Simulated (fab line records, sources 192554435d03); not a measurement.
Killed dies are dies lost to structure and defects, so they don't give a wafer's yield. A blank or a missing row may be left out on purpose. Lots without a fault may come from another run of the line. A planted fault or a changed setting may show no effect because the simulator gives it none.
Chamber matching | flow n5_finfet | N5_FIN_SAQP_SPACER2_ALD_28 on ald_sin-02: 3 sister chambers
The step deposits SiO2, target thk 8.1 nm, pulse time 1 s, purge time 2 s. 16 wafers are shown with their chamber, then 6 later ones without.

WAFERS WITH THEIR CHAMBER
wafer  | chamber | heater_power_w (W) | chamber_pressure_Torr (Torr) | precursor_pulse_height_rel
L075.2 | 1       | 457                | 2.005                        | 1.002
L075.4 | 0       | 403                | 2.006                        | 1.007
L075.5 | 1       | 466                | 1.997                        | 0.995
L077.3 | 0       | 407                | 2.001                        | 1.001
L077.5 | 1       | 457                | 1.997                        | 1.002
L077.6 | 0       | 407                | 2.005                        | 0.990
L081.1 | 3       | 509                | 1.993                        | 0.966
L081.3 | 1       | 463                | 2.004                        | 1.018
L081.6 | 3       | 524                | 1.999                        | 0.994
L084.1 | 3       | 535                | 2.001                        | 1.066
L084.4 | 0       | 410                | 1.997                        | 0.966
L084.5 | 0       | 422                | 2.009                        | 1.014
L086.3 | 0       | 388                | 1.996                        | 0.975
L086.4 | 3       | 472                | 1.996                        | 0.974
L086.5 | 1       | 467                | 2.003                        | 0.995
L087.2 | 1       | 476                | 1.991                        | 1.011

SIGNATURES (means of the wafers above)
reading                    | chamber 0 | chamber 1 | chamber 3 | scatter within a chamber
heater_power_w             | 406.17    | 464.33    | 510.00    | 15.5
chamber_pressure_Torr      | 2.00233   | 1.99950   | 1.99725   | 0.00496
precursor_pulse_height_rel | 0.99217   | 1.00383   | 1.00000   | 0.0254
Rule: a wafer's distance from a chamber is the root of the sum, over the readings, of the square of ((its reading less the chamber's mean) divided by the reading's scatter). The wafer belongs to the nearest chamber; if the next one is less than 2 further off, it can't be placed. The scatter: the root of (the sum of the squares of (reading less its chamber's mean) over the shown wafers, divided by (wafers less chambers)).

WAFERS WITHOUT THEIR CHAMBER
wafer  | heater_power_w (W) | chamber_pressure_Torr (Torr) | precursor_pulse_height_rel
L087.3 | 396                | 2.001                        | 0.989
L087.5 | 382                | 2.006                        | 1.003
L095.2 | 469                | 1.990                        | 1.011
L096.1 | 474                | 1.996                        | 0.984
L096.3 | 466                | 1.996                        | 1.044
L096.4 | 385                | 2.002                        | 0.971

WHICH CHAMBER EACH WENT THROUGH
wafer  | from the rows above     | in truth
L087.3 | 0                       | 0
L087.5 | 0                       | 0
L095.2 | can't be placed: 1 or 3 | 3
L096.1 | can't be placed: 1 or 3 | 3
L096.3 | can't be placed: 1 or 3 | 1
L096.4 | 0                       | 0
Placed correctly: 3 of 6. Can't be placed from these rows: 3 (the true chamber is among the candidates in 3). Placed wrongly: 0.
